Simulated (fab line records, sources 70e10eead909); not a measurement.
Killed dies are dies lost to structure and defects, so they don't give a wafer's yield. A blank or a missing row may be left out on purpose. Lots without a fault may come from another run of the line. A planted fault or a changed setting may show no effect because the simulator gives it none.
Chamber matching | flow nand_harc | NHARC_P_CONTACT_ETCH_18 on rie_diel-06: 4 sister chambers
The step etches the open film in C4F8/O2/Ar, target depth 481 nm, time 240.5 s. 14 wafers are shown with their chamber, then 7 later ones without.

WAFERS WITH THEIR CHAMBER
wafer  | chamber | rf_vpp_V (V) | run_length_s (s) | oes_product_au (a.u.)
L153.1 | 3       | 971          | 262.5            | 0.967
L153.2 | 2       | 985          | 261.6            | 0.959
L153.3 | 0       | 987          | 261.9            | 0.983
L164.1 | 3       | 970          | 262.5            | 0.960
L164.4 | 2       | 985          | 262.0            | 0.968
L164.6 | 0       | 985          | 262.1            | 0.993
L168.1 | 3       | 970          | 262.4            | 0.956
L168.2 | 0       | 986          | 261.6            | 0.973
L168.6 | 2       | 983          | 261.8            | 0.924
L169.1 | 1       | 977          | 261.9            | 0.954
L169.5 | 1       | 978          | 262.3            | 0.959
L169.6 | 2       | 984          | 261.6            | 0.949
L170.2 | 3       | 969          | 262.5            | 0.951
L170.3 | 0       | 986          | 261.4            | 0.982

SIGNATURES (means of the wafers above)
reading        | chamber 0 | chamber 1 | chamber 2 | chamber 3 | scatter within a chamber
rf_vpp_V       | 986.00    | 977.50    | 984.25    | 970.00    | 0.851
run_length_s   | 261.750   | 262.100   | 261.750   | 262.475   | 0.221
oes_product_au | 0.98275   | 0.95650   | 0.95000   | 0.95850   | 0.012
Rule: a wafer's distance from a chamber is the root of the sum, over the readings, of the square of ((its reading less the chamber's mean) divided by the reading's scatter). The wafer belongs to the nearest chamber; if the next one is less than 2 further off, it can't be placed. The scatter: the root of (the sum of the squares of (reading less its chamber's mean) over the shown wafers, divided by (wafers less chambers)).

WAFERS WITHOUT THEIR CHAMBER
wafer  | rf_vpp_V (V) | run_length_s (s) | oes_product_au (a.u.)
L170.4 | 980          | 261.7            | 0.975
L172.1 | 984          | 261.3            | 0.959
L172.2 | 987          | 261.6            | 0.987
L172.6 | 979          | 261.8            | 0.961
L173.1 | 980          | 261.8            | 0.955
L173.2 | 969          | 262.7            | 0.972
L173.3 | 983          | 261.6            | 0.980

WHICH CHAMBER EACH WENT THROUGH
wafer  | from the rows above     | in truth
L170.4 | can't be placed: 1 or 2 | 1
L172.1 | can't be placed: 2 or 0 | 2
L172.2 | 0                       | 0
L172.6 | 1                       | 1
L173.1 | can't be placed: 1 or 2 | 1
L173.2 | 3                       | 3
L173.3 | can't be placed: 2 or 0 | 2
Placed correctly: 3 of 7. Can't be placed from these rows: 4 (the true chamber is among the candidates in 4). Placed wrongly: 0.
